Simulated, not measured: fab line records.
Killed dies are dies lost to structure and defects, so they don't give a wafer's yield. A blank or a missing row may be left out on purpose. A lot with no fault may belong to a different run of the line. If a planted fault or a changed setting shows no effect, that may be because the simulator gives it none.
Comparing a struck lot with a sound one / flow nandHarc / 14 out of 1302 route steps
Sound: these wafers, L932.2, L932.5, L932.6. Struck: wafer L946.2 (L946.5, L946.6, from the same lot, were not struck and are left out); the cause is given at the end.
Order at every step that has rows: each side's tool, ch and its chambers, its first start. Under that, the readings that differ: sound wafers / struck wafers / difference of the means / sigmas: that difference in standard deviations of wafers without a fault.
alike: a reading whose means differ by less than 2 such deviations, as well as words and numbers matching on both sides. not compared: withheld readings; readings where some wafer has no value; bounds like >300 that might hide an equal value; numbers whose values overlap and for which the record gives no deviation.
The two part at a step that has a row with sigmas, a row that says differs or no value, or rows on one side only. Numbers that have no deviation but don't overlap get no sigmas and don't part them. A reading missing from all wafers of one side parts the sides only when that side holds two or more wafers.

NHARC_A_M1_PRE_CLEAN_30: time 30 s.
  sound on pvdSputter-02; struck on pvdSputter-01
reading=heaterPowerW (W); sound=401 417 403; struck=450; difference=+43; sigmas=+2
  alike: susceptorTempC
NHARC_A_M1_PVD_20: deposits TaN, target thk 5 nm, time 8.06 s.
  sound on pvdSputter-02; struck on pvdSputter-01
  alike: throttleValvePct
then, 3 steps without rows for these wafers: NHARC_A_M1_PVD_21 (deposits Cu, target thk 30 nm, time 20.49 s); NHARC_A_M1_ECD_22 (material Cu, target thk 400 nm); NHARC_A_M1_ANNEAL_31 (time 90 s).
NHARC_A_M1_CMP_23: polishes, t overpolish 20 s, target thk 154.34 nm.
  sound on cmp-01 ch 2,3, day 22 14:25; struck on cmp-01 ch 1, day 29 07:38
  alike: motorCurrentA, timeToEndpointS
NHARC_A_M1_THK_MEAS_24: measures by xrf.
  sound on filmMetro-02 at day 22 14:44; struck on filmMetro-02 at day 29 07:57
  alike: thkNm
following that, these wafers have no rows for 1 step: NHARC_A_M1_SRD_25.
NHARC_A_M1_INSPECT_27:
  sound on defectInspect-02 at day 22 14:53; struck on defectInspect-01 at day 29 08:06
  alike: rawDefectCount
NHARC_A_M1_PRE_CLEAN_32: time 12 s.
  sound on pecvd-04 ch 0,1,2, day 22 14:58; struck on pecvd-03 ch 1, day 29 08:10
reading=susceptorTempC (C); sound=370.14 370.57 370.09; struck=369.68; difference=-0.59; sigmas=-3
  alike: heaterPowerW
then, 1 step without rows for these wafers: NHARC_A_M1_DEP_33 (deposits SiCN, target thk 30 nm).
NHARC_A_BONDPAD_DEP_00: deposits SiCN, target thk 250 nm.
  sound on pecvd-02 ch 0,1, day 22 15:41; struck on pecvd-02 ch 1, day 29 09:02
reading=rfFwdPowerW (W); sound=449.9 448.9 448.9; struck=269.7; difference=-179.5; sigmas=-99 or more
reading=showerheadVppV (V); sound=1305 1324 1227; struck=1018; difference=-267; sigmas=-3
  alike: heaterPowerW, susceptorTempC
NHARC_A_BONDPAD_CMP_29: polishes SiCN, target thk 200 nm.
  sound on cmp-02 ch 0,2,3, day 22 16:02; struck on cmp-03 ch 1, day 29 09:25
  alike: motorCurrentA
NHARC_END_SORT_01:
  the record has rows for the struck wafers here (prober-02 ch 0, day 30 15:44) and none for the sound ones

== WHERE THEY PART ==
At NHARC_A_M1_PRE_CLEAN_30 first; at NHARC_END_SORT_01 last (within this record only).

WHY: what had been put in by the simulator
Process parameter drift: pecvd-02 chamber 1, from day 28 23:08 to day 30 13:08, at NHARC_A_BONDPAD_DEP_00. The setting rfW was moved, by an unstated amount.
